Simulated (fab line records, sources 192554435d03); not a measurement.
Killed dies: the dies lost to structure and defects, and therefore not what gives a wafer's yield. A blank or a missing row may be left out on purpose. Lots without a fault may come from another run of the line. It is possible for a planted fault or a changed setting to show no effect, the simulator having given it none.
Split-lot study / flow n5_finfet / 21 wafers read across 7 lots, on a route 1938 steps long

== THE SPLIT ==
At N5_MOL_CONTACT_COAG_COAT_02 (resist thk 30 nm), the setting spin_rpm was moved away from the recipe's 1500 rpm on 5 of the 21 wafers read, by -5.6% to -3.8%. For the rest of the wafers, this setting stayed at what the recipe calls for.

== FROM THE SPLIT TO THE READING: what the file shows between them, 4 steps ==
- N5_MOL_CONTACT_COAG_EBR_04
- N5_MOL_CONTACT_COAG_SOFTBAKE_03: time 60 s
- N5_MOL_CONTACT_COAG_DESCUM_13: chemistry O2, time 7 s
- N5_MOL_CONTACT_COAG_ETCH_59: etches underlayer in N2/H2, target depth 13 nm, time 10.4 s

== THE READING ==
CAR-EUV_of_MOL_CONTACT_COAG_COAT_02.thk_nm (the simulator's own value, which no gauge read), in nm, at N5_MOL_CONTACT_COAG_ETCH_105 (etches SiARC in CF4, target depth 15.6 nm, time 26 s). The file does not state a usual value for it. Here, 16 wafers ran the recipe; their average is 5.4 nm with a standard deviation of 0.078 nm.

wafer=L076.3; tool, chamber at the split=litho_track-03, 0; spin_rpm as run, rpm=1430; against the recipe=-4.7%; CAR-EUV_of_MOL_CONTACT_COAG_COAT_02.thk_nm, nm=6; against lot-mates on the recipe=+0.5
wafer=L076.5; tool, chamber at the split=litho_track-03, 0; spin_rpm as run, rpm=1500; against the recipe=recipe; CAR-EUV_of_MOL_CONTACT_COAG_COAT_02.thk_nm, nm=5.4; against lot-mates on the recipe=-
wafer=L076.6; tool, chamber at the split=litho_track-03, 0; spin_rpm as run, rpm=1500; against the recipe=recipe; CAR-EUV_of_MOL_CONTACT_COAG_COAT_02.thk_nm, nm=5.6; against lot-mates on the recipe=-
wafer=L077.1; tool, chamber at the split=litho_track-01, 0; spin_rpm as run, rpm=1500; against the recipe=recipe; CAR-EUV_of_MOL_CONTACT_COAG_COAT_02.thk_nm, nm=5.4; against lot-mates on the recipe=-
wafer=L077.3; tool, chamber at the split=litho_track-01, 0; spin_rpm as run, rpm=1500; against the recipe=recipe; CAR-EUV_of_MOL_CONTACT_COAG_COAT_02.thk_nm, nm=5.4; against lot-mates on the recipe=-
wafer=L077.4; tool, chamber at the split=litho_track-01, 0; spin_rpm as run, rpm=1500; against the recipe=recipe; CAR-EUV_of_MOL_CONTACT_COAG_COAT_02.thk_nm, nm=5.4; against lot-mates on the recipe=-
wafer=L079.2; tool, chamber at the split=litho_track-04, 0; spin_rpm as run, rpm=1416; against the recipe=-5.6%; CAR-EUV_of_MOL_CONTACT_COAG_COAT_02.thk_nm, nm=6.2; against lot-mates on the recipe=+0.7
wafer=L079.4; tool, chamber at the split=litho_track-04, 0; spin_rpm as run, rpm=1500; against the recipe=recipe; CAR-EUV_of_MOL_CONTACT_COAG_COAT_02.thk_nm, nm=5.4; against lot-mates on the recipe=-
wafer=L079.6; tool, chamber at the split=litho_track-04, 0; spin_rpm as run, rpm=1500; against the recipe=recipe; CAR-EUV_of_MOL_CONTACT_COAG_COAT_02.thk_nm, nm=5.6; against lot-mates on the recipe=-
wafer=L080.3; tool, chamber at the split=litho_track-01, 0; spin_rpm as run, rpm=1500; against the recipe=recipe; CAR-EUV_of_MOL_CONTACT_COAG_COAT_02.thk_nm, nm=5.4; against lot-mates on the recipe=-
wafer=L080.4; tool, chamber at the split=litho_track-01, 0; spin_rpm as run, rpm=1500; against the recipe=recipe; CAR-EUV_of_MOL_CONTACT_COAG_COAT_02.thk_nm, nm=5.4; against lot-mates on the recipe=-
wafer=L080.6; tool, chamber at the split=litho_track-01, 0; spin_rpm as run, rpm=1500; against the recipe=recipe; CAR-EUV_of_MOL_CONTACT_COAG_COAT_02.thk_nm, nm=5.4; against lot-mates on the recipe=-
wafer=L083.3; tool, chamber at the split=litho_track-01, 0; spin_rpm as run, rpm=1500; against the recipe=recipe; CAR-EUV_of_MOL_CONTACT_COAG_COAT_02.thk_nm, nm=5.4; against lot-mates on the recipe=-
wafer=L083.4; tool, chamber at the split=litho_track-01, 0; spin_rpm as run, rpm=1500; against the recipe=recipe; CAR-EUV_of_MOL_CONTACT_COAG_COAT_02.thk_nm, nm=5.4; against lot-mates on the recipe=-
wafer=L083.5; tool, chamber at the split=litho_track-01, 0; spin_rpm as run, rpm=1500; against the recipe=recipe; CAR-EUV_of_MOL_CONTACT_COAG_COAT_02.thk_nm, nm=5.4; against lot-mates on the recipe=-
wafer=L092.1; tool, chamber at the split=litho_track-03, 0; spin_rpm as run, rpm=1500; against the recipe=recipe; CAR-EUV_of_MOL_CONTACT_COAG_COAT_02.thk_nm, nm=5.4; against lot-mates on the recipe=-
wafer=L092.4; tool, chamber at the split=litho_track-03, 0; spin_rpm as run, rpm=1500; against the recipe=recipe; CAR-EUV_of_MOL_CONTACT_COAG_COAT_02.thk_nm, nm=5.6; against lot-mates on the recipe=-
wafer=L092.5; tool, chamber at the split=litho_track-03, 0; spin_rpm as run, rpm=1442; against the recipe=-3.9%; CAR-EUV_of_MOL_CONTACT_COAG_COAT_02.thk_nm, nm=6; against lot-mates on the recipe=+0.5
wafer=L097.4; tool, chamber at the split=litho_track-03, 0; spin_rpm as run, rpm=1500; against the recipe=recipe; CAR-EUV_of_MOL_CONTACT_COAG_COAT_02.thk_nm, nm=5.4; against lot-mates on the recipe=-
wafer=L097.5; tool, chamber at the split=litho_track-03, 0; spin_rpm as run, rpm=1443; against the recipe=-3.8%; CAR-EUV_of_MOL_CONTACT_COAG_COAT_02.thk_nm, nm=6; against lot-mates on the recipe=+0.6
wafer=L097.6; tool, chamber at the split=litho_track-03, 0; spin_rpm as run, rpm=1443; against the recipe=-3.8%; CAR-EUV_of_MOL_CONTACT_COAG_COAT_02.thk_nm, nm=6; against lot-mates on the recipe=+0.6

THE FIT
A straight line over all 21 wafers: CAR-EUV_of_MOL_CONTACT_COAG_COAT_02.thk_nm changes by -0.137 nm for each +1% of spin_rpm; r = -0.96; the points scatter about the line by 0.075 nm.
The same after taking each lot's own level away (the mean of its wafers on the recipe; 21 wafers): -0.131 nm for each +1%; r = -0.96; scatter 0.07 nm.
Per that fit: largest spin_rpm move, reading shift of 0.73 nm.
Measured against the standard deviation above, the lots' own levels, which go from 5.40 to 5.50 nm, span 1.3 times it.
So the lot-to-lot level changes the slope little: the two slopes agree.
Check: with one of the wafers moved furthest among these (-5.6%) left out of the fit, the line predicts +0.753 nm for it against its lot-mates. Against them it came out at +0.7 nm.

== THE WHOLE CHAIN: every reading that the file lists as answering this split, in the file's order ==
step=N5_MOL_CONTACT_COAG_COAT_02; what it does=resist thk 30 nm; reading=CAR-EUV_of_MOL_CONTACT_COAG_COAT_02.thk_nm (the simulator's own value, which no gauge read); change (the file's fit)=-0.143 nm for each +1% of the setting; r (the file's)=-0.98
step=N5_MOL_CONTACT_COAG_ETCH_59; what it does=etches underlayer in N2/H2, target depth 13 nm, time 10.4 s; reading=CAR-EUV_of_MOL_CONTACT_COAG_COAT_02.thk_nm (the simulator's own value, which no gauge read); change (the file's fit)=-0.148 nm for each +1% of the setting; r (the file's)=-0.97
step=N5_MOL_CONTACT_COAG_ETCH_105; what it does=etches SiARC in CF4, target depth 15.6 nm, time 26 s; reading=CAR-EUV_of_MOL_CONTACT_COAG_COAT_02.thk_nm (the simulator's own value, which no gauge read); change (the file's fit)=-0.127 nm for each +1% of the setting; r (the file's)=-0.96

== THE FILE'S OWN FIT ==
CAR-EUV_of_MOL_CONTACT_COAG_COAT_02.thk_nm changes by -0.127 nm for each +1% of spin_rpm, r = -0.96.
